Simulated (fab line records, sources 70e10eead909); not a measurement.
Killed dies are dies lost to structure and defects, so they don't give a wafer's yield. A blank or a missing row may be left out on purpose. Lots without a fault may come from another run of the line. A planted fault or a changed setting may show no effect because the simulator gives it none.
Problem report in the 8D (eight disciplines) form, filled by code | flow nand_harc | the parts of the form that need people (team, actions taken, sign-off) are left out

1. THE PROBLEM
sort_bin_2_pct at NHARC_END_SORT_01 reads a mean of 94.4 % on 2 wafers of 2 lots; wafers without a fault read 2.6 % with a standard deviation of 1. That is +92 standard deviations from the usual mean.
First seen on wafer L185.3, day 30 09:43, on prober-01. The record holds 24 wafers of 8 lots with a number at this step. Rule for "out", or "out of limits": more than 4 standard deviations from the usual mean. The other wafers with a number count as sound.

2. WHAT IT IS AND WHAT IT IS NOT
question                    | is                                                                                                                  | is not
which readings at this step | sort_bin_2_pct, defect_limited_yield, killed_at_array, killed_dies, sort_n_pass, sort_rim_yield_pct, sort_yield_pct | killed_at_other, killed_at_periphery, killed_open, killed_short
which lots                  | L185, L186                                                                                                          | L170, L172, L174, L176, L181, L182
which wafers of those lots  | L185.3, L186.6                                                                                                      | L185.1, L185.2, L186.1, L186.5
read on which gauges        | prober-01                                                                                                           | prober-02
when                        | from day 30 09:43                                                                                                   | up to then (20 sound wafers); but 2 sound wafers of L186 came after

3. SUSPECTS, AND WHAT RULES EACH OUT
Counting: a tool at a process step up to the reading stays a suspect if it ran every lot that is out. Sound lots after the first of them don't rule it out here, since some wafers of a struck lot are sound.
- the gauge at NHARC_END_SORT_01: kept. All the wafers that are out were read on prober-01, and no step on other tools shows them out.
- pvd_sputter-01 at NHARC_A_M1_PVD_21 (deposits Cu, target thk 30 nm, time 20.49 s): kept. It ran every lot that is out, first L185 (day 28 21:22); its last sound lot up to then is L181 (day 27 09:17).
- rie_diel-03 at NHARC_A_BONDPAD_ETCH_24 (etches the open film in CF4/N2, target depth 30 nm, time 72.99 s): kept. It ran every lot that is out, first L185 (day 29 02:09); its last sound lot up to then is L174 (day 24 10:59). NHARC_A_BONDPAD_ETCH_24 gives no start for some lots, so the hours and the order of its lots are those of NHARC_A_BONDPAD_DEGAS_25.
- pvd_sputter-03 at NHARC_A_BONDPAD_DEGAS_25 (time 60 s): kept. It ran every lot that is out, first L185 (day 29 02:09); its last sound lot up to then is L181 (day 27 13:51).
Left after counting: pvd_sputter-01 at NHARC_A_M1_PVD_21, rie_diel-03 at NHARC_A_BONDPAD_ETCH_24, pvd_sputter-03 at NHARC_A_BONDPAD_DEGAS_25, prober-01 at NHARC_END_SORT_01.

4. THE CAUSE (what the simulator had put in)
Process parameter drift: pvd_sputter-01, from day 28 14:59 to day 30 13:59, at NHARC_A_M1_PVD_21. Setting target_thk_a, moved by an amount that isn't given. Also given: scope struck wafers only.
Counting left 4 suspects, and this tool is among them.

5. THE CHAIN OF EFFECTS, in route order
Each row: a reading whose mean over the struck wafers that have a number lies more than 3 standard deviations from the usual. Only readings for which the record gives a usual standard deviation are gone through. hours: the time from each lot's start at the first step in this table that gives one to its start at this step, as a median over the lots. sigmas: the change in usual standard deviations.
hours | step              | reading              | usual  | on struck wafers | change | sigmas
0     | NHARC_END_SORT_01 | defect_limited_yield | 92.9 % | 0.0              | -92.9  | -39
0     | NHARC_END_SORT_01 | killed_at_array      | 44     | 674              | +630   | +39
0     | NHARC_END_SORT_01 | killed_dies          | 48     | 677              | +629   | +39
0     | NHARC_END_SORT_01 | sort_bin_2_pct       | 2.6 %  | 94.4             | +91.8  | +92
0     | NHARC_END_SORT_01 | sort_n_pass          | 629    | 0                | -629   | -39
0     | NHARC_END_SORT_01 | sort_rim_yield_pct   | 89 %   | 0                | -89    | -21
0     | NHARC_END_SORT_01 | sort_yield_pct       | 92.9 % | 0.0              | -92.9  | -39

6. WHAT WOULD HAVE CAUGHT IT SOONER
In this record the first reading out of limits at a measuring or inspecting step was taken at day 30 09:43, 43 hours after the fault began at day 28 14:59.
Of the tool readings at NHARC_A_M1_PVD_21 for which the record gives a usual standard deviation, none was out on any struck wafer, so an alarm limit of 4 standard deviations on them would not have fired.
All the lots that are out (2) had begun NHARC_A_M1_PVD_21 on pvd_sputter-01 by day 30 09:43. A hold on the tool at that time would have spared none of them.
